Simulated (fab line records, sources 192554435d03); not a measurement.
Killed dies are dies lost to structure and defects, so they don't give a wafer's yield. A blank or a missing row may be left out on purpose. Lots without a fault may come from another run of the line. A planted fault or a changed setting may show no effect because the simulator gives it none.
Split-lot experiment | flow n5_finfet | 7 lots, 39 wafers read, on a route of 1938 steps

THE SPLIT
At N5_ZERO_LAYER_ETCH_18 (etches Si in HBr/Cl2, target depth 120 nm, time 40 s), the setting target_depth_a was moved away from the recipe's 1200 angstrom on 12 of the 39 wafers read, by -35.9% to +42.0%. The other wafers ran this setting at the recipe's value.

The reading is taken at the split's own step.

THE READING
coat_of_ZERO_LAYER_COAT_05.thk_nm (the simulator's own value, which no gauge read), in nm, at N5_ZERO_LAYER_ETCH_18 (etches Si in HBr/Cl2, target depth 120 nm, time 40 s). The file gives no usual value for it. The 27 wafers here that ran the recipe average 932.0 nm, standard deviation 2.8 nm.

wafer  | tool, chamber at the split | target_depth_a as run, angstrom | against the recipe | coat_of_ZERO_LAYER_COAT_05.thk_nm, nm | against lot-mates on the recipe
L075.1 | rie_si-04, 3               | 1200                            | recipe             | 933.6                                 | -
L075.2 | rie_si-04, 0               | 1200                            | recipe             | 934.1                                 | -
L075.3 | rie_si-04, 2               | 1200                            | recipe             | 932.2                                 | -
L075.4 | rie_si-04, 1               | 1200                            | recipe             | 932.7                                 | -
L075.5 | rie_si-04, 2               | 1200                            | recipe             | 932.5                                 | -
L075.6 | rie_si-04, 1               | 1200                            | recipe             | 931.7                                 | -
L076.1 | rie_si-05, 0               | 1200                            | recipe             | 935.4                                 | -
L076.2 | rie_si-05, 2               | 1200                            | recipe             | 933.9                                 | -
L076.3 | rie_si-05, 3               | 1200                            | recipe             | 933.9                                 | -
L076.4 | rie_si-05, 1               | 1200                            | recipe             | 935.8                                 | -
L076.5 | rie_si-05, 2               | 1200                            | recipe             | 936.4                                 | -
L076.6 | rie_si-05, 1               | 1200                            | recipe             | 936.7                                 | -
L080.1 | rie_si-04, 0               | 1200                            | recipe             | 927.3                                 | -
L080.2 | rie_si-04, 3               | 1704                            | +42.0%             | 911.9                                 | -15.7
L080.3 | rie_si-04, 1               | 1704                            | +42.0%             | 910.5                                 | -17.1
L080.4 | rie_si-04, 2               | 1200                            | recipe             | 929.9                                 | -
L080.5 | rie_si-04, 1               | 1200                            | recipe             | 925.5                                 | -
L080.6 | rie_si-04, 0               | 1704                            | +42.0%             | 910.2                                 | -17.4
L088.1 | rie_si-03, 1               | 1200                            | recipe             | 929                                   | -
L088.2 | rie_si-03, 0               | 1486                            | +23.8%             | 921                                   | -10.0
L088.3 | rie_si-03, 3               | 1486                            | +23.8%             | 921.6                                 | -9.4
L088.4 | rie_si-03, 2               | 1486                            | +23.8%             | 922.6                                 | -8.4
L088.5 | rie_si-03, 3               | 1200                            | recipe             | 931.9                                 | -
L088.6 | rie_si-03, 2               | 1200                            | recipe             | 932.1                                 | -
L090.1 | rie_si-05, 3               | 1200                            | recipe             | 933.5                                 | -
L090.2 | rie_si-05, 1               | 1575                            | +31.2%             | 917.9                                 | -15.1
L090.3 | rie_si-05, 2               | 1200                            | recipe             | 932.2                                 | -
L090.4 | rie_si-05, 0               | 1200                            | recipe             | 933.4                                 | -
L090.5 | rie_si-05, 2               | 1575                            | +31.2%             | 920                                   | -13.0
L090.6 | rie_si-05, 3               | 1575                            | +31.2%             | 922.5                                 | -10.5
L091.1 | rie_si-04, 2               | 1200                            | recipe             | 929.9                                 | -
L091.2 | rie_si-04, 0               | 1200                            | recipe             | 928.8                                 | -
L091.3 | rie_si-04, 3               | 768.7                           | -35.9%             | 944.5                                 | +13.4
L091.4 | rie_si-04, 1               | 1200                            | recipe             | 934.6                                 | -
L091.5 | rie_si-04, 3               | 768.7                           | -35.9%             | 947.2                                 | +16.1
L091.6 | rie_si-04, 0               | 768.7                           | -35.9%             | 943.8                                 | +12.7
L094.1 | rie_si-05, 0               | 1200                            | recipe             | 928.4                                 | -
L094.3 | rie_si-05, 1               | 1200                            | recipe             | 931.5                                 | -
L094.6 | rie_si-05, 0               | 1200                            | recipe             | 928.4                                 | -

THE FIT
A straight line over all 39 wafers: coat_of_ZERO_LAYER_COAT_05.thk_nm changes by -0.426 nm for each +1% of target_depth_a; r = -0.95; the points scatter about the line by 2.8 nm.
The same after taking each lot's own level away (the mean of its wafers on the recipe; 39 wafers): -0.397 nm for each +1%; r = -0.98; scatter 1.4 nm.
On that fit, the largest move of target_depth_a shifts the reading by 17 nm.
The lots' own levels span 927.57 to 935.35 nm, that is 2.8 times the standard deviation above.
So the lot-to-lot level changes the slope little: the two slopes agree.
Check: with one of the wafers moved furthest among these (+42.0%) left out of the fit, the line predicts -16.9 nm for it against its lot-mates. It came out at -15.7 nm against them.

THE WHOLE CHAIN: every reading that the file lists as answering this split, in the file's order
step                   | what it does                                         | reading                                                                            | change (the file's fit)               | r (the file's)
N5_ZERO_LAYER_ETCH_18  | etches Si in HBr/Cl2, target depth 120 nm, time 40 s | ZERO_LAYER.feature_depth_nm (the simulator's own value, which no gauge read)       | +1.21 nm for each +1% of the setting  | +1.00
N5_ZERO_LAYER_ETCH_18  | etches Si in HBr/Cl2, target depth 120 nm, time 40 s | etch.depth_nm (the simulator's own value, which no gauge read)                     | +1.21 nm for each +1% of the setting  | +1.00
N5_ZERO_LAYER_ETCH_18  | etches Si in HBr/Cl2, target depth 120 nm, time 40 s | coat_of_ZERO_LAYER_COAT_05.thk_nm (the simulator's own value, which no gauge read) | -0.398 nm for each +1% of the setting | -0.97
N5_ZERO_LAYER_STRIP_24 | strips in O2                                         | strip_time_to_endpoint_s                                                           | withheld for each +1% of the setting  | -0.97

THE FILE'S OWN FIT
coat_of_ZERO_LAYER_COAT_05.thk_nm changes by -0.398 nm for each +1% of target_depth_a, r = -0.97.
